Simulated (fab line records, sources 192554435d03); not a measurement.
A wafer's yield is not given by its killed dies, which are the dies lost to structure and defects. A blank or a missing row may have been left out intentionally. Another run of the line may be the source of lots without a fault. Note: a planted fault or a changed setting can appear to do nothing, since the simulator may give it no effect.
A lot that was struck, set against a sound lot / flow n5_finfet / 40 out of 1938 route steps
Sound: these wafers, L902.1, L902.3, L902.4. Wafers L894.1, L894.2, L894.4 were the ones struck. At the end, the cause is stated.
For every step that has rows: the tool of each side, followed by ch and its chambers, followed by its first start. Under that, the readings that differ: sound wafers / struck wafers / difference of the means / sigmas: that difference in standard deviations of wafers without a fault.
alike: a reading whose means differ by less than 2 such deviations, as well as words and numbers matching on both sides. not compared: withheld readings; readings where some wafer has no value; bounds like >300 that might hide an equal value; numbers whose values overlap and for which the record gives no deviation.
A row with sigmas, a row that says differs or no value, or rows on one side alone: a step with any of these is where the two part. When numbers do not overlap yet have no deviation, they are printed without sigmas and do not part them. A reading that every wafer of one side lacks parts them only if that side has two wafers or more.

first, 11 steps without rows for these wafers: N5_MOL_CONTACT_COAG_DESCUM_13 (chemistry O2, time 7 s); N5_MOL_CONTACT_COAG_ETCH_59 (etches underlayer in N2/H2, target depth 13 nm, time 10.4 s); N5_MOL_CONTACT_COAG_ETCH_105 (etches SiARC in CF4, target depth 15.6 nm, time 26 s); N5_MOL_CONTACT_COAG_ETCH_106 (etches SOC in N2/H2, target depth 80 nm, overetch 16 nm, time 120 s); N5_MOL_CONTACT_COAG_STRIP_107 (strips in N2/H2); N5_MOL_CONTACT_COAG_STRIP_108 (strips in N2/H2); N5_MOL_CONTACT_COAG_CONTACT_ETCH_14 (etches SiO2 in C4F6/O2, target depth 27.5 nm, overetch 8.5 nm, time 20 s); N5_MOL_CONTACT_COAG_STRIP_109 (strips in C4F6/O2); N5_MOL_CONTACT_COAG_ETCH_15 (etches SiNx in CH3F/O2, stops on Si:P, target depth 7 nm); N5_MOL_CONTACT_COAG_ETCH_110 (etches Si in CF4/O2, target depth 2.5 nm, time 8 s); N5_MOL_CONTACT_COAG_STRIP_98 (strips in N2/H2).
N5_MOL_CONTACT_COAG_IMPLANT_129:
  sound on implanter-02 ch 0, day 8 13:50; struck on implanter-01, day 6 13:01
  no value came back on the struck wafers for beam_energy_keV, beam_on_s (s), end_station_pressure_torr (Torr); on the sound wafers beam_energy_keV reads 2.9998 2.9992 2.9989
then, 26 steps without rows for these wafers: N5_MOL_CONTACT_COAG_PRECLEAN_111 (cleans in NF3:NH3, afs cycles 1, time 20 s, sublimation time 60 s); N5_MOL_CONTACT_COAG_TI_SIL_19 (material Ti, target thk 4.2 nm, time 15 s); N5_MOL_CONTACT_COAG_ALD_20 (deposits TiN, target thk 1.5 nm, pulse time 1 s, purge time 3 s); N5_MOL_CONTACT_COAG_SIL_ANNEAL_21 (time 60 s); N5_MOL_CONTACT_COAG_PRE_CLEAN_141 (time 60 s); N5_MOL_CONTACT_COAG_SPUTTER_143 (material Co, target thk 2.5 nm); N5_MOL_CONTACT_COAG_CO_FILL_22 (material Co, precursor CCTBA/H2, target thk 20 nm); N5_MOL_CONTACT_COAG_ANNEAL_113 (time 300 s); N5_MOL_CONTACT_COAG_PRE_CLEAN_142 (time 60 s); N5_MOL_CONTACT_COAG_SPUTTER_130 (material Co, target thk 47.5 nm); N5_MOL_CONTACT_COAG_PRECLEAN_125 (cleans in DIW, time 57.5 s); N5_MOL_CONTACT_COAG_SRD_126 (dry time 32 s); N5_MOL_CONTACT_COAG_CMP_23 (polishes, stops on SiO2, t overpolish 1.5 s, target thk 0 nm); N5_MOL_CONTACT_COAG_WET_ETCH_26 (target Co, target depth 13 nm); N5_MOL_CONTACT_COAG_WET_ETCH_116 (etches the open film in SC1-inhibited, target depth 4.6 nm, rinse time 30 s); N5_MOL_CONTACT_COAG_ALD_27 (deposits SiOC, target thk 17 nm, pulse time 1.5 s, time 2720 s); N5_MOL_CONTACT_COAG_CMP_28 (polishes, stops on SiNx, t overpolish 0.85 s, target thk 14.522 nm); N5_MOL_CONTACT_COAG_ALD_123 (deposits SiNx, target thk 5 nm, pulse time 1 s, purge time 2 s); N5_MOL_CONTACT_COAG_PECVD_31 (deposits SiO2 from TEOS/O2, target thk 46 nm, time 8.9 s); N5_MOL_CONTACT_COAG_COAT_75 (time 60 s, resist thk 60 nm); N5_MOL_CONTACT_COAG_COAT_76 (time 60 s, resist thk 10 nm); N5_MOL_CONTACT_COAG_COAT_77 (time 60 s, resist thk 10 nm); N5_MOL_CONTACT_COAG_COAT_78 (resist thk 40 nm); N5_MOL_CONTACT_COAG_EBR_80; N5_MOL_CONTACT_COAG_SOFTBAKE_79 (time 60 s); N5_MOL_CONTACT_COAG_EXPOSE_81 (exposes mask VG, defocus 0 nm).
-- record jumps: 3 days separate the struck wafers' starts on either side; left off in module MOL_CONTACT_COAG, taken up again in module BEOL_M4, whose first shown step is the route's number 1111 --
N5_BEOL_M4_RC_MEAS_101:
  sound on prober-02 ch 0, day 11 21:59; struck on prober-01 ch 0, day 9 10:06
reading=RC_DENSE_N (ohm.um); sound=19.4 19.6 20.0; struck=39.7 41.5 41.0; difference=+21.1; sigmas=+41
reading=RC_DENSE_P (ohm.um); sound=24.1 24.8 24.8; struck=50.6 51.9 50.8; difference=+26.5; sigmas=+41
reading=RC_N (ohm.um); sound=15.7 16.1 16.3; struck=32.6 33.6 33.4; difference=+17.2; sigmas=+42
reading=RC_P (ohm.um); sound=19.9 20.2 20.2; struck=40.9 42.5 42.0; difference=+21.7; sigmas=+43
reading=REXT_N (ohm.um); sound=74.4 74.9 76.8; struck=93.0 93.7 93.6; difference=+18.1; sigmas=+10
reading=REXT_P (ohm.um); sound=101.3 102.5 101.5; struck=119.5 120.6 118.2; difference=+17.7; sigmas=+8
  alike: DIBL_N, DIBL_P, IOFF_N, IOFF_P, ION_N, ION_P, SS_N, SS_P, VT_N, VT_P
-- a jump in the record: the struck wafers' starts before and after are 4 days apart (it breaks off in module BEOL_M4 and resumes in module PASSIVATION, where the first step shown is number 1936 of the route) --
N5_PASSIVATION_PROBE_49:
  sound on prober-01, day 16 00:31; struck on prober-01, day 13 10:25
reading=killed_at_M4_up; sound=4 6 7; struck=22 17 25; difference=+16; sigmas=+3
  alike: defect_limited_yield, killed_at_M0_to_M3, killed_at_contacts, killed_at_front_end, killed_at_other, killed_dies, killed_open, killed_short, sort_bin_5_function, sort_bin_6_memory, sort_bin_8_speed, sort_n_pass, sort_yield_pct

WHERE THEY PART
Earliest at N5_MOL_CONTACT_COAG_IMPLANT_129; latest, in this record, at N5_PASSIVATION_PROBE_49.

WHY: what had been put in by the simulator
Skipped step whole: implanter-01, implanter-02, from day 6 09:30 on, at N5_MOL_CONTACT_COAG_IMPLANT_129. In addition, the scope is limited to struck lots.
